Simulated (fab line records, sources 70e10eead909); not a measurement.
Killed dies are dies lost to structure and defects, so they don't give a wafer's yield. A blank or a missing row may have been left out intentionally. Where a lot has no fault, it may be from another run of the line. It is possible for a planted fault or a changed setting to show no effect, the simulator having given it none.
Comparing a struck lot with a sound one -- flow nand-harc -- 21 steps out of a route of 1159
Sound: the wafers L476.1, L476.2, L476.6. Wafers L480.1, L480.3, L480.6 were the ones struck. At the end, the cause is stated.
At each step with rows: each side's tool, then ch and its chambers, then its first start. Under that, the readings that differ: sound wafers -- struck wafers -- difference of the means -- sigmas: that difference in standard deviations of wafers without a fault.
alike: same words and numbers on both sides, and readings whose means sit less than 2 such deviations apart. not compared: any withheld reading, any reading some wafer has no value for, any bound like >300 that may hide the same value, and any number with overlapping values for which the record gives no deviation.
Wherever a step has rows on one side only, a row that says differs or no value, or a row with sigmas, the two part there. Numbers that don't overlap but have no deviation are shown without sigmas and don't part them. A reading that every wafer of one side lacks parts them only if that side has two wafers or more.

NHARC_P_CONTACT_CVD_23: deposits W, target thk 200 nm, time 557 s.
  sound on cvd-w-02 ch 0,1; struck on cvd-w-01 ch 0,1, day 8 10:13
  alike: heater-power-w, throttle-valve-pct
NHARC_P_CONTACT_CMP_24: polishes, t overpolish 30 s, target thk 200 nm.
  sound on cmp-02 ch 0,2,3, day 7 03:12; struck on cmp-01 ch 1,2, day 8 10:47
  alike: motor-current-A, overpolish-run-s, time-to-endpoint-s
next, for these wafers, 1 step has no rows: NHARC_P_CONTACT_SRD_26.
NHARC_P_CONTACT_INSPECT_27:
  sound: defect-inspect-01 at day 7 03:33; struck: defect-inspect-02 at day 8 11:11
  alike: raw-defect-count
then, 7 steps without rows for these wafers: NHARC_P_M0_DEP_00 (deposits SiOC, target thk 150 nm); NHARC_P_M0_DEHYDRATE_01 (time 120 s); NHARC_P_M0_HMDS_02 (time 30 s); NHARC_P_M0_COAT_33 (time 65 s); NHARC_P_M0_COAT_03 (resist thk 90 nm); NHARC_P_M0_SOFTBAKE_04 (time 55 s); NHARC_P_M0_EBR_05.
NHARC_P_M0_EXPOSE_06: exposes mask P M0, target cd 90 nm.
  sound on arfi-scanner-03 ch 0, day 7 04:20; struck on arfi-scanner-01 ch 0, day 8 11:49
reading,sound,struck,difference,sigmas
exposure-dose-mJ-cm2,81.23 81.30 81.25,63.43 63.29 63.41,-17.88,-99 or more
  alike: mask
then, 2 steps without rows for these wafers: NHARC_P_M0_PEB_07 (peb time 65 s); NHARC_P_M0_DEVELOP_08 (develop time 35 s).
NHARC_P_M0_CD_MEAS_09: target cd 90 nm.
  sound on cd-sem-03 ch 0, day 7 04:29; struck on cd-sem-01 ch 0, day 8 11:57
reading,sound,struck,difference,sigmas
cd-nm (nm),89.7 90.6 91.4,75.5 75.0 75.6,-15.2,-29
NHARC_P_M0_OVL_MEAS_10: pitch 180 nm.
  sound: overlay-01 at day 7 04:34; struck: overlay-01 at day 8 12:02
reading,sound,struck,difference,sigmas
overlay-x-nm (nm),2.2 2.4 2.1,-0.4 -0.2 -0.3,-2.5,-3
  alike: overlay-y-nm
NHARC_P_M0_INSPECT_11:
  sound: defect-inspect-01 at day 7 04:37; struck: defect-inspect-01 at day 8 12:05
  alike: raw-defect-count
NHARC_P_M0_DESCUM_14: chemistry O2, time 3 s.
  sound on rie-diel-07 ch 2,3, day 7 04:40; struck on rie-diel-06 ch 1,2,3, day 8 12:09
reading,sound,struck,difference,sigmas
model.P_M0.cd-nm (nm),89.71 90.22 90.87,75.44 74.63 75.61,-15.04,
  alike: drypump-motor-current-A, oes-product-au, rf-vpp-V, showerhead-plenum-p-Torr, throttle-valve-pct
  not compared: rf-hours-counter-h
NHARC_P_M0_ETCH_34: etches the open film in N2/H2, target depth 40 nm, overetch 12 nm, time 43.94 s.
  sound on rie-diel-07 ch 0,2, day 7 04:46; struck on rie-diel-06 ch 0,3, day 8 12:14
  alike: drypump-motor-current-A, oes-product-au, rf-fwd-power-W, rf-vpp-V, showerhead-plenum-p-Torr, throttle-valve-pct
  not compared: rf-hours-counter-h
NHARC_P_M0_ETCH_15: etches the open film in C4F8/Ar, target depth 150 nm, overetch 15 nm, time 82.5 s.
  sound on rie-diel-07 ch 0,1,3; struck on rie-diel-06 ch 0,1,2
reading,sound,struck,difference,sigmas
oes-product-au (a.u.),0.953 0.975 0.956,0.910 0.923 0.921,-0.043,-2
model.P_M0.cd-nm (nm),89.74 90.25 91.03,75.48 74.55 75.55,-15.15,
  alike: rf-fwd-power-W, rf-vpp-V
  not compared: rf-hours-counter-h
NHARC_P_M0_CD_MEAS_16:
  sound: cd-sem-02 at day 7 04:58; struck: cd-sem-03 at day 8 12:27
reading,sound,struck,difference,sigmas
cd-nm (nm),90.1 90.3 91.3,75.2 74.8 75.4,-15.4,-26

## WHERE THEY PART
Earliest at NHARC_P_M0_EXPOSE_06; latest, in this record, at NHARC_P_M0_CD_MEAS_16.

WHY: whatever the simulator had introduced
Drift in process parameters on arfi-scanner-01 at NHARC_P_M0_EXPOSE_06, starting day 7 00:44. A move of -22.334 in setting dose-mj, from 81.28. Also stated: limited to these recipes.
